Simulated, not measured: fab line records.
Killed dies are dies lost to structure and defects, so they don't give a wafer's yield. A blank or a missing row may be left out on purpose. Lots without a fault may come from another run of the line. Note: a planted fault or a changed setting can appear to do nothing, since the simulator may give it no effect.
Chamber matching ; flow n5 finfet ; pecvd-03 running N5_FIN_SAQP_HM_DEP_03: 3 sister chambers
The step deposits SiNx from SiH4/NH3/N2, target thk 38 nm, time 33.6 s. 18 wafers are shown with their chamber, then 9 later ones without.

WAFERS PAIRED WITH THEIR CHAMBERS
wafer;chamber;throttle valve pct (%);showerhead plenum p Torr (Torr);heater power w (W)
L075.1;0;38.8;5.18;623
L075.2;2;40.6;5.22;769
L075.5;2;40.6;5.23;768
L078.1;1;38.9;5.18;721
L078.3;0;38.8;5.19;642
L078.6;0;39.0;5.19;634
L084.2;2;40.4;5.22;697
L084.4;2;40.5;5.23;721
L084.6;1;38.5;5.17;764
L085.3;0;39.0;5.19;614
L085.4;1;38.7;5.18;762
L085.5;0;38.9;5.17;610
L086.3;1;38.9;5.18;759
L086.4;1;38.4;5.16;755
L086.6;0;38.6;5.17;643
L090.3;2;40.4;5.23;772
L090.4;1;38.7;5.18;863
L090.6;2;40.4;5.23;764

SIGNATURES (averages over the wafers above)
reading;chamber 0;chamber 1;chamber 2;scatter within a chamber
throttle valve pct;38.850;38.683;40.483;0.157
showerhead plenum p Torr;5.1817;5.1750;5.2267;0.00803
heater power w;627.67;770.67;748.50;34.2
Rule: for a wafer and a chamber, the distance is found by dividing, reading by reading, the gap between the wafer's reading and the chamber's mean by the reading's scatter, squaring, summing and taking the root. If the next closest chamber is less than 2 further off than the closest, the wafer can't be placed; otherwise it belongs to the closest. The scatter is the square root of a quotient: the sum, over the shown wafers, of each reading's squared deviation from its chamber's mean, divided by wafers minus chambers.

WAFERS WITH NO CHAMBER GIVEN
wafer;throttle valve pct (%);showerhead plenum p Torr (Torr);heater power w (W)
L092.4;38.6;5.19;780
L092.5;38.8;5.17;636
L092.6;40.8;5.22;776
L096.1;40.5;5.23;789
L096.3;38.9;5.18;591
L096.5;38.9;5.19;598
L097.1;40.5;5.24;741
L097.2;39.0;5.17;599
L097.3;38.7;5.18;834

EACH ONE'S CHAMBER
wafer;from the rows above;in truth
L092.4;1;1
L092.5;0;0
L092.6;2;2
L096.1;2;2
L096.3;0;0
L096.5;0;0
L097.1;2;2
L097.2;0;0
L097.3;1;1
9 of 9 placed correctly. From these rows, 0 cannot be placed. Placed wrongly: 0.
